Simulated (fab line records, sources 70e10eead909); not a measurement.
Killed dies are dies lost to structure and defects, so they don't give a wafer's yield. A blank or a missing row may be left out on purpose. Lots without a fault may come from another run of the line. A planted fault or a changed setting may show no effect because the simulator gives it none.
Chamber matching | flow nand_harc | NHARC_A_BONDPAD_ETCH_24 on rie_diel-03: 4 sister chambers
The step etches the open film in CF4/N2, target depth 30 nm, time 72.99 s. 4 wafers are shown with their chamber, then 8 later ones without.

WAFERS WITH THEIR CHAMBER
wafer  | chamber | drypump_motor_current_A (A)
L819.2 | 3       | 5.8
L819.3 | 2       | 5.0
L819.5 | 0       | 6.2
L821.3 | 1       | 5.2

WAFERS WITHOUT THEIR CHAMBER
wafer  | drypump_motor_current_A (A)
L821.6 | 5.3
L825.3 | 5.7
L830.2 | 5.0
L830.3 | 5.2
L830.6 | 5.0
L831.1 | 6.2
L831.2 | 5.2
L831.6 | 6.2

WHICH CHAMBER EACH WENT THROUGH
wafer  | from the rows above | in truth
L821.6 | 1                   | 1
L825.3 | 3                   | 3
L830.2 | 2                   | 2
L830.3 | 1                   | 1
L830.6 | 2                   | 2
L831.1 | 0                   | 0
L831.2 | 1                   | 1
L831.6 | 0                   | 0
Placed correctly: 8 of 8. Can't be placed from these rows: 0. Placed wrongly: 0.
How it was worked out, from the rows above alone: a wafer's distance from a chamber is the root of the sum, over the readings, of the square of ((its reading less the chamber's mean) divided by the reading's scatter). The wafer belongs to the nearest chamber; if the next one is less than 2 further off, it can't be placed. A chamber's mean is the mean of its shown wafers. The scatter: with one shown wafer a chamber, the root of the mean of the squares of how far each hidden wafer lies from its nearest shown one.
